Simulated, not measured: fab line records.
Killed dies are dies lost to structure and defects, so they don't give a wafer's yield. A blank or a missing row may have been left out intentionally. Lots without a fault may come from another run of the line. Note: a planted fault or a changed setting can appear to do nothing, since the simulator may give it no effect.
fab line records    flow n5Finfet    part 1 of 2: steps 1 to 4 of 6
[record] lots = 21  wafers = 63  lastDay = 18
route steps=1938 shown HKMG_FIN@437 GATE_CUT@477
lots untouched by any fault: they come from a run of this same line in which no faults occurred
startH: the number of hours between the record's first day and the start of the first shown wafer of the lot    waitH: hours elapsed since this lot's preceding step    " identical to the entry in the row above    L1.1+2: one row covering several wafers at once    - either no value or no given start    * or withheld: withheld    < > ~ a bound
route shown NAME@n: NAME is a module with steps in the file, n the number in the route of the first one    usual: mean and standard deviation over wafers with no fault    same: alike in all rows    chamber/n: place in a boat    sites: the reading at each site    _std_site: the standard deviation of these    _edge_site: inner sites' mean taken away from outer sites' mean    radiusMm: how far each site lies from the wafer's centre    mask NAME#n: copy n    behind: the tool/chamber that last shaped the wafer    hold: reason for holding the lot/hours on hold/outcome of the hold    device: names the non-switching transistor (n, p or np)    end of line: the tests these same wafers got at the end of their route    a step without rows: its recipe alone    killed: not the wafer's yield, but the dies lost to structure and defects at the first sort    map: the dies of a wafer, with x for killed, . for not killed, _ for no die there
set.NAME: the setting as run; set.NAME@STEP: as run at that earlier step    model.NAME: the simulator's own value behind a step, which no gauge read
a sample of lots followed through the steps of the route, with each step as a table and each wafer as a row
services: the hour from which a tool's chamber was out of use, counted from the record's first day as startH (under 0 if before that day), plus the number of hours and why
[[steps]]
[step N5_HKMG_FIN_STRIP_34]
[recipe] chemistry = CF4  resist = SiARC  powerW = 300  biasPowerW = 75  pressureMtorr = 50  cf4FlowSccm = 150  rfFrequencyHz = 6e+07
[usual] drypumpMotorCurrentA = 5.8/0.63  oesProductAu = 0.78/0.085  rfVppV = 270.5/1.3  showerheadPlenumPTorr = 1.76/0.052  throttleValvePct = 13.6/0.3
lot.wafer  tool        chamber  startH  waitH  drypumpMotorCurrentA  oesProductAu  rfHoursCounterH  rfVppV  showerheadPlenumPTorr  throttleValvePct
L074.1     rieDiel-05  1        82.74   0.0    6.4                   0.94          17               271.3   1.77                   13.4
L074.4     "           3        "       "      4.9                   0.92          6                270.8   1.75                   12.9
L074.5     "           0        "       "      6.0                   0.79          -                269.9   1.73                   13.4
L075.4     rieDiel-06  2        86.64   0.0    6.2                   0.66          261              270.4   1.78                   14.0
L075.5     "           0        "       "      4.9                   0.72          -                269.2   1.71                   13.9
L075.6     "           1        "       "      5.9                   0.69          -                268.3   1.71                   13.6
L076.2     rieDiel-06  1        92.15   0.0    5.9                   0.70          228              269.9   1.71                   13.6
L076.3     "           0        "       "      4.9                   0.72          178              269.4   1.71                   13.9
L076.4     "           0        "       "      4.9                   0.72          -                269.6   1.71                   13.9
L077.1     rieDiel-02  0        94.48   0.0    5.0                   0.90          22               269.5   1.76                   13.3
L077.2     "           3        "       "      5.9                   0.72          189              270.6   1.79                   13.8
L077.4     "           1        "       "      5.5                   0.96          1                270.2   1.77                   13.0
L078.1     rieDiel-05  1        101.39  0.0    6.4                   0.92          24               271.0   1.77                   13.4
L078.4     "           2        "       "      6.6                   0.73          176              271.3   1.79                   13.7
L078.6     "           2        "       "      6.6                   0.72          -                270.7   1.79                   13.7
L080.3     rieDiel-06  1        112.28  0.0    5.9                   0.69          236              268.9   1.70                   13.7
L080.4     "           2        "       "      6.2                   0.99          0                270.5   1.78                   13.4
L080.5     "           0        "       "      4.9                   0.71          -                268.6   1.71                   13.9
L082.3     rieDiel-06  0        124.23  0.0    4.9                   0.71          191              268.3   1.71                   13.9
L082.4     "           2        "       "      6.2                   0.95          5                272.4   1.78                   13.4
L082.5     "           3        "       "      6.5                   0.75          -                271.6   1.85                   13.7
L083.2     rieDiel-02  3        127.85  0.0    6.0                   0.71          201              271.0   1.79                   13.9
L083.5     "           1        "       "      5.5                   0.90          -                269.8   1.76                   13.1
L083.6     "           2        "       "      6.2                   0.79          -                268.8   1.75                   13.5
L084.2     rieDiel-05  3        134.37  0.0    4.9                   0.87          24               270.3   1.75                   13.0
L084.3     "           0        "       "      6.0                   0.78          114              268.4   1.73                   13.4
L084.6     "           3        "       "      4.9                   0.87          -                271.4   1.75                   13.0
L085.2     rieDiel-06  1        143.81  0.0    5.9                   0.68          248              269.1   1.70                   13.7
L085.5     "           1        "       "      5.9                   0.68          -                269.4   1.70                   13.7
L085.6     "           0        "       "      4.9                   0.71          -                268.2   1.71                   14.0
L086.1     rieDiel-06  1        148.86  0.0    5.9                   0.68          249              269.1   1.70                   13.7
L086.3     "           3        "       "      6.4                   0.74          165              272.7   1.85                   13.7
L086.5     "           2        "       "      6.2                   0.92          -                270.3   1.78                   13.4
L088.1     rieDiel-06  3        160.74  0.0    6.5                   0.74          170              272.1   1.85                   13.7
L088.3     "           0        "       "      4.9                   0.70          205              269.2   1.71                   14.0
L088.4     "           2        "       "      6.2                   0.91          -                272.0   1.78                   13.5
L089.1     rieDiel-05  2        168.57  0.0    6.6                   0.71          199              271.9   1.79                   13.7
L089.4     "           2        "       "      6.6                   0.71          -                270.0   1.79                   13.7
L089.5     "           3        "       "      4.9                   0.85          -                270.6   1.74                   13.0
L090.2     rieDiel-05  0        171.41  0.0    6.0                   0.77          128              268.5   1.72                   13.4
L090.3     "           3        "       "      4.9                   0.85          38               271.1   1.74                   13.0
L090.5     "           0        "       "      6.0                   0.77          -                268.0   1.72                   13.4
L091.2     rieDiel-06  3        179.08  0.0    6.4                   0.73          181              272.8   1.85                   13.7
L091.3     "           1        "       "      5.9                   0.99          1                274.0   1.91                   13.2
L091.6     "           0        "       "      4.9                   0.70          -                268.2   1.70                   14.0
L092.1     rieDiel-05  3        184.46  0.0    4.9                   0.83          44               270.0   1.74                   13.0
L092.2     "           0        "       "      6.0                   0.76          135              270.5   1.72                   13.5
L092.3     "           2        "       "      6.6                   0.70          207              270.7   1.78                   13.8
L093.3     rieDiel-02  3        191.23  0.0    5.9                   0.69          225              270.2   1.78                   13.9
L093.4     "           2        "       "      6.3                   0.78          94               270.2   1.74                   13.6
L093.6     "           1        "       "      5.5                   0.85          -                270.2   1.76                   13.1
L094.1     rieDiel-05  2        196.50  0.0    6.6                   0.70          213              271.8   1.78                   13.8
L094.5     "           3        "       "      4.9                   0.83          -                269.9   1.74                   13.0
L094.6     "           2        "       "      6.6                   0.71          -                270.8   1.78                   13.8
L095.2     rieDiel-05  3        201.75  0.0    4.9                   0.83          52               268.9   1.74                   13.0
L095.3     "           2        "       "      6.6                   0.70          215              270.2   1.78                   13.8
L095.4     "           0        "       "      6.0                   0.76          142              270.3   1.72                   13.5
L096.2     rieDiel-06  0        208.55  0.0    4.9                   0.69          224              269.3   1.70                   14.0
L096.4     "           2        "       "      6.2                   0.87          38               269.9   1.77                   13.5
L096.6     "           0        "       "      4.9                   0.69          -                270.8   1.70                   14.0
L097.3     rieDiel-06  0        215.16  0.0    4.9                   0.69          227              270.2   1.70                   14.0
L097.5     "           3        "       "      6.4                   0.73          -                273.9   1.84                   13.8
L097.6     "           0        "       "      4.9                   0.69          -                268.6   1.70                   14.0
[step N5_HKMG_FIN_ETCHBACK_68]
[recipe] chemistry = Cl2/Ar  stopOn = HfO2  targetDepthA = 5  pressureMtorr = 10  icpW = 600  biasW = 60  Cl2_flow_sccm = 40  Ar_flow_sccm = 60
[usual] biasW = 60.00/0.17  drypumpMotorCurrentA = 5.99/0.25  mfcArSccm = 60.01/0.17  oesProductAu = 0.77/0.11  throttleValvePct = 20.90/0.19
lot.wafer  tool         chamber  startH  waitH  biasW  drypumpMotorCurrentA  mfcArSccm  oesProductAu  rfHoursCounterH  throttleValvePct
L074.1     rieMetal-03  1        85.07   0.0    59.83  6.00                  60.19      0.72          55               20.66
L074.4     "            0        "       "      60.07  6.28                  60.03      0.97          -                20.93
L074.5     "            0        "       "      59.81  6.24                  60.09      0.97          -                20.95
L075.4     rieMetal-01  1        89.25   0.1    59.51  6.02                  59.75      0.63          -                21.27
L075.5     "            1        "       "      59.61  5.99                  60.21      0.61          -                21.31
L075.6     "            0        "       "      59.89  6.19                  60.14      0.70          -                20.77
L076.2     rieMetal-03  0        94.48   0.0    60.04  6.26                  60.06      0.77          2                21.12
L076.3     "            1        "       "      60.06  6.09                  60.02      0.72          -                20.66
L076.4     "            0        "       "      60.10  6.27                  59.88      0.77          -                21.12
L077.1     rieMetal-03  1        97.00   0.0    60.13  6.04                  60.17      0.73          56               20.66
L077.2     "            0        "       "      59.82  6.24                  59.89      0.84          2                21.06
L077.4     "            1        "       "      59.90  6.01                  60.19      0.73          -                20.66
L078.1     rieMetal-03  0        103.74  0.0    59.80  6.23                  60.13      0.95          2                20.93
L078.4     "            1        "       "      60.01  6.02                  60.26      0.72          -                20.66
L078.6     "            1        "       "      60.11  6.04                  60.13      0.72          -                20.64
L080.3     rieMetal-01  0        114.87  0.1    59.90  6.18                  59.97      0.70          -                20.77
L080.4     "            0        "       "      60.07  6.19                  60.20      0.70          -                20.78
L080.5     "            0        "       "      60.01  6.19                  60.22      0.71          -                20.79
L082.3     rieMetal-02  0        126.60  0.1    60.34  5.80                  59.82      0.86          -                20.78
L082.4     "            1        "       "      59.84  5.49                  59.98      0.78          -                21.04
L082.5     "            0        "       "      60.05  5.77                  59.91      0.86          -                20.77
L083.2     rieMetal-02  0        130.18  0.0    59.84  5.75                  60.02      0.86          22               20.78
L083.5     "            0        "       "      59.93  5.77                  60.03      0.86          -                20.77
L083.6     "            1        "       "      60.11  5.48                  59.78      0.90          -                20.90
L084.2     rieMetal-02  0        136.84  0.0    60.27  5.81                  60.03      0.86          22               20.79
L084.3     "            0        "       "      60.02  5.80                  59.81      0.85          -                20.78
L084.6     "            1        "       "      59.74  5.50                  60.20      0.90          -                20.90
L085.2     rieMetal-01  0        146.29  0.0    60.02  6.20                  59.86      0.69          85               20.79
L085.5     "            0        "       "      60.10  6.17                  59.90      0.69          -                20.81
L085.6     "            1        "       "      60.03  6.03                  60.30      0.63          -                21.29
L086.1     rieMetal-03  0        151.24  0.0    60.08  6.23                  60.01      0.91          7                20.94
L086.3     "            1        "       "      59.93  6.01                  60.30      0.71          -                20.66
L086.5     "            1        "       "      60.28  6.02                  60.13      0.71          -                20.65
L088.1     rieMetal-02  1        163.20  0.0    60.20  5.48                  60.13      0.75          7                21.06
L088.3     "            1        "       "      60.07  5.49                  59.99      0.88          -                20.90
L088.4     "            0        "       "      60.09  5.84                  59.81      0.85          -                20.80
L089.1     rieMetal-01  1        171.22  0.0    59.90  5.99                  59.87      0.62          103              21.28
L089.4     "            0        "       "      59.84  6.17                  60.35      0.70          -                20.78
L089.5     "            0        "       "      59.89  6.13                  60.22      0.68          -                20.79
L090.2     rieMetal-03  1        173.75  0.0    60.07  6.05                  59.86      0.71          62               20.67
L090.3     "            1        "       "      60.07  6.06                  59.96      0.58          -                20.85
L090.5     "            0        "       "      60.02  6.22                  59.95      0.89          -                20.93
L091.2     rieMetal-02  1        181.88  0.0    59.89  5.51                  60.23      0.83          9                20.98
L091.3     "            0        "       "      60.17  5.81                  60.13      0.84          -                20.80
L091.6     "            0        "       "      60.20  5.80                  60.03      0.83          -                20.79
L092.1     rieMetal-01  1        186.91  0.0    59.72  6.03                  60.13      0.62          104              21.28
L092.2     "            0        "       "      60.01  6.18                  59.81      0.69          89               20.80
L092.3     "            0        "       "      60.13  6.16                  59.97      0.69          -                20.81
L093.3     rieMetal-01  0        194.09  0.1    60.48  6.18                  59.80      0.69          -                20.80
L093.4     "            1        "       "      59.92  6.04                  59.99      0.62          -                21.29
L093.6     "            0        "       "      60.26  6.16                  60.10      0.69          -                20.79
L094.1     rieMetal-01  1        198.88  0.0    59.93  6.03                  59.93      0.62          106              21.28
L094.5     "            0        "       "      60.29  6.20                  60.02      0.69          -                20.81
L094.6     "            1        "       "      60.06  6.03                  59.89      0.62          -                21.28
L095.2     rieMetal-02  0        204.12  0.0    60.07  5.81                  60.13      0.68          29               20.99
L095.3     "            1        "       "      60.05  5.49                  59.95      0.85          -                20.91
L095.4     "            0        "       "      60.09  5.77                  59.97      0.83          -                20.78
L096.2     rieMetal-03  0        211.17  0.0    60.00  6.28                  60.20      0.87          12               20.95
L096.4     "            0        "       "      59.91  6.27                  59.99      0.87          -                20.95
L096.6     "            1        "       "      60.09  6.03                  59.83      0.58          -                20.85
L097.3     rieMetal-01  1        217.83  0.1    60.18  6.00                  59.76      0.62          -                21.30
L097.5     "            0        "       "      59.93  6.18                  59.97      0.68          -                20.81
L097.6     "            1        "       "      60.08  5.95                  59.95      0.62          -                21.27
[step N5_HKMG_FIN_STRIP_69]
[recipe] chemistry = N2/H2  powerW = 2500  tempC = 300  h2Frac = 0.65  timeS = 360  pressureMtorr = withheld  n2FlowSccm = 1750  h2FlowSccm = 3250
[usual] drypumpMotorCurrentA = 5.6/0.33  heaterPowerW = 485/35
lot.wafer  tool            chamber  startH  waitH  drypumpMotorCurrentA  heaterPowerW  rfHoursCounterH
L074.1     plasmaAsher-01  1        85.21   0.1    5.6                   505           39
L074.4     "               1        "       "      5.6                   491           -
L074.5     "               0        "       "      6.0                   535           -
L075.4     plasmaAsher-01  0        89.83   0.5    5.9                   521           -
L075.5     "               1        "       "      5.6                   502           -
L075.6     "               0        "       "      5.9                   520           -
L076.2     plasmaAsher-02  1        94.62   0.1    5.1                   441           90
L076.3     "               0        "       "      5.8                   480           -
L076.4     "               1        "       "      5.0                   437           -
L077.1     plasmaAsher-02  0        97.15   0.1    5.8                   466           91
L077.2     "               1        "       "      5.1                   439           91
L077.4     "               1        "       "      5.1                   432           -
L078.1     plasmaAsher-02  0        103.88  0.1    5.7                   467           92
L078.4     "               0        "       "      5.7                   460           -
L078.6     "               0        "       "      5.8                   460           -
L080.3     plasmaAsher-01  1        115.19  0.3    5.6                   502           -
L080.4     "               0        "       "      6.0                   528           -
L080.5     "               1        "       "      5.6                   503           -
L082.3     plasmaAsher-02  0        126.82  0.2    5.7                   463           -
L082.4     "               1        "       "      5.1                   435           -
L082.5     "               0        "       "      5.8                   468           -
L083.2     plasmaAsher-01  1        130.36  0.1    5.6                   503           50
L083.5     "               0        "       "      6.0                   541           -
L083.6     "               1        "       "      5.6                   508           -
L084.2     plasmaAsher-01  0        136.98  0.1    6.0                   522           51
L084.3     "               1        "       "      5.6                   495           -
L084.6     "               1        "       "      5.5                   507           -
L085.2     plasmaAsher-01  1        146.43  0.1    5.6                   495           52
L085.5     "               1        "       "      5.6                   496           -
L085.6     "               0        "       "      6.0                   541           -
L086.1     plasmaAsher-01  0        151.38  0.1    5.9                   540           53
L086.3     "               0        "       "      6.0                   530           -
L086.5     "               1        "       "      5.5                   504           -
L088.1     plasmaAsher-01  0        163.34  0.1    5.9                   536           56
L088.3     "               1        "       "      5.6                   497           -
L088.4     "               0        "       "      5.9                   533           -
L089.1     plasmaAsher-01  0        171.36  0.1    6.0                   513           57
L089.4     "               1        "       "      5.6                   500           -
L089.5     "               0        "       "      6.0                   526           -
L090.2     plasmaAsher-02  0        173.89  0.1    5.8                   450           106
L090.3     "               1        "       "      5.0                   418           -
L090.5     "               0        "       "      5.8                   474           -
L091.2     plasmaAsher-02  1        182.03  0.1    5.1                   439           108
L091.3     "               1        "       "      5.1                   424           -
L091.6     "               1        "       "      5.0                   432           -
L092.1     plasmaAsher-02  0        187.05  0.1    5.7                   457           108
L092.2     "               1        "       "      5.0                   434           108
L092.3     "               0        "       "      5.7                   464           -
L093.3     plasmaAsher-02  0        194.31  0.2    5.8                   456           -
L093.4     "               1        "       "      5.1                   443           -
L093.6     "               1        "       "      5.1                   431           -
L094.1     plasmaAsher-02  0        199.03  0.1    5.7                   474           112
L094.5     "               1        "       "      5.0                   435           -
L094.6     "               0        "       "      5.8                   466           -
L095.2     plasmaAsher-02  0        204.26  0.1    5.7                   474           114
L095.3     "               1        "       "      5.1                   437           -
L095.4     "               0        "       "      5.8                   458           -
L096.2     plasmaAsher-01  1        211.31  0.1    5.6                   503           62
L096.4     "               1        "       "      5.6                   496           -
L096.6     "               0        "       "      6.0                   511           -
L097.3     plasmaAsher-02  1        218.06  0.2    5.0                   436           -
L097.5     "               1        "       "      5.0                   447           -
L097.6     "               0        "       "      5.8                   472           -
[step N5_HKMG_FIN_CMP_23]
[recipe] stopOn = SiNx  tOverpolishS = 10  postCmpClean = rinseOnly  downForcePsi = 4  platenRpm = 50.289  padVelocityMS = 1.0006  targetThkNm = 46.326
[usual] edgeZonePressureFrac = 1.000/0.005  headPressurePsi = 4.000/0.0089  motorCurrentA = 12.0/1.2  overpolishRunS = 9.96/0.27  timeToEndpointS = 12/3.1
lot.wafer  tool    chamber  startH  waitH  edgeZonePressureFrac  headPressurePsi  motorCurrentA  overpolishRunS  timeToEndpointS
L074.1     cmp-01  3        86.22   0.1    0.993                 4.004            12.2           10.01           7
L074.4     "       0        "       "      1.002                 3.980            11.4           9.99            7
L074.5     "       3        "       "      1.003                 4.000            11.8           10.00           8
L075.4     cmp-01  1        90.79   0.2    0.987                 4.001            11.8           9.99            5
L075.6     "       3        "       "      0.994                 4.014            12.7           9.99            9
L075.5     "       0        "       "      0.999                 4.013            12.2           10.00           8
L076.4     cmp-01  1        95.74   0.1    0.999                 4.006            12.1           10.00           10
L076.2     "       2        "       "      0.997                 4.000            11.2           10.00           13
L076.3     "       0        "       "      1.002                 3.996            12.7           10.00           11
L077.2     cmp-03  0        98.06   0.0    1.000                 4.009            11.7           10.02           18
L077.4     "       1        "       "      1.002                 4.009            11.0           8.57            20
L077.1     "       3        "       "      1.009                 4.012            13.7           9.99            17
L078.1     cmp-03  1        104.80  0.0    1.001                 4.013            11.0           7.82            21
L078.4     "       0        "       "      1.003                 3.986            11.7           10.00           17
L078.6     "       1        "       "      1.000                 4.005            11.1           9.40            19
L080.3     cmp-03  2        115.99  0.0    1.002                 4.005            12.9           10.02           14
L080.4     "       1        "       "      1.000                 3.994            10.7           10.00           15
L080.5     "       3        "       "      1.007                 3.988            14.0           9.99            15
L082.3     cmp-03  1        127.77  0.2    1.004                 4.002            10.6           10.01           16
L082.4     "       2        "       "      1.002                 3.988            12.3           10.02           16
L082.5     "       0        "       "      0.993                 3.984            11.8           9.99            16
L083.2     cmp-02  1        131.52  0.3    0.998                 3.990            12.9           9.99            9
L083.6     "       2        "       "      1.005                 4.009            10.0           10.00           11
L083.5     "       3        "       "      1.002                 4.012            12.8           9.99            12
L084.2     cmp-02  1        138.06  0.2    1.000                 3.995            12.4           10.00           6
L084.3     "       2        "       "      1.006                 3.991            9.6            10.01           9
L084.6     "       3        "       "      1.000                 3.994            12.5           10.02           11
L085.2     cmp-02  2        147.35  0.0    0.994                 4.000            10.2           10.00           9
L085.5     "       2        "       "      0.997                 4.002            10.0           10.00           9
L085.6     "       3        "       "      0.997                 3.983            13.0           10.00           12
L086.1     cmp-01  1        152.38  0.1    0.994                 4.001            11.5           9.99            10
L086.3     "       3        "       "      0.999                 3.991            11.6           9.99            11
L086.5     "       1        "       "      1.001                 4.010            11.7           10.00           11
L088.3     cmp-01  0        164.34  0.1    1.004                 4.009            11.8           10.01           11
L088.4     "       1        "       "      1.000                 3.989            11.2           9.99            13
L088.1     "       2        "       "      1.003                 4.000            11.7           10.00           13
L089.1     cmp-01  1        172.30  0.0    0.992                 3.997            12.3           10.00           11
L089.4     "       2        "       "      0.998                 3.985            11.9           10.01           12
L089.5     "       1        "       "      0.992                 3.998            12.3           10.00           11
L090.3     cmp-02  0        174.98  0.2    0.996                 3.999            11.5           10.00           14
L090.2     "       1        "       "      1.005                 4.008            13.1           10.00           13
L090.5     "       2        "       "      0.999                 4.007            9.1            10.01           15
L091.3     cmp-01  2        182.95  0.0    0.998                 4.020            11.2           10.02           10
L091.2     "       0        "       "      1.005                 3.988            12.1           10.01           7
L091.6     "       3        "       "      1.003                 4.008            12.2           9.99            9
L092.1     cmp-03  3        188.07  0.1    1.005                 4.003            15.2           10.00           14
L092.2     "       0        "       "      0.998                 4.005            11.1           10.00           12
L092.3     "       1        "       "      1.003                 3.979            9.9            10.00           15
L093.3     cmp-02  2        195.11  0.0    1.006                 3.998            9.9            10.02           10
L093.4     "       3        "       "      1.002                 3.998            12.9           10.01           11
L093.6     "       2        "       "      1.005                 4.017            10.1           10.01           9
L094.1     cmp-02  0        199.97  0.0    0.989                 4.004            11.1           10.00           11
L094.5     "       0        "       "      0.992                 4.019            11.6           10.02           9
L094.6     "       1        "       "      1.003                 4.004            13.2           9.99            8
L095.4     cmp-03  1        205.18  0.0    0.997                 3.998            11.2           10.01           17
L095.2     "       2        "       "      0.993                 4.002            12.6           10.00           11
L095.3     "       0        "       "      0.993                 3.994            11.7           9.99            14
L096.4     cmp-02  0        212.23  0.0    0.993                 3.985            10.8           10.00           15
L096.2     "       2        "       "      0.995                 4.001            9.3            10.00           11
L096.6     "       1        "       "      1.004                 4.007            13.3           10.01           13
L097.3     cmp-03  2        219.09  0.3    0.999                 3.996            12.1           10.01           12
L097.5     "       3        "       "      0.989                 4.004            15.1           10.01           12
L097.6     "       0        "       "      1.010                 4.005            12.6           10.02           14
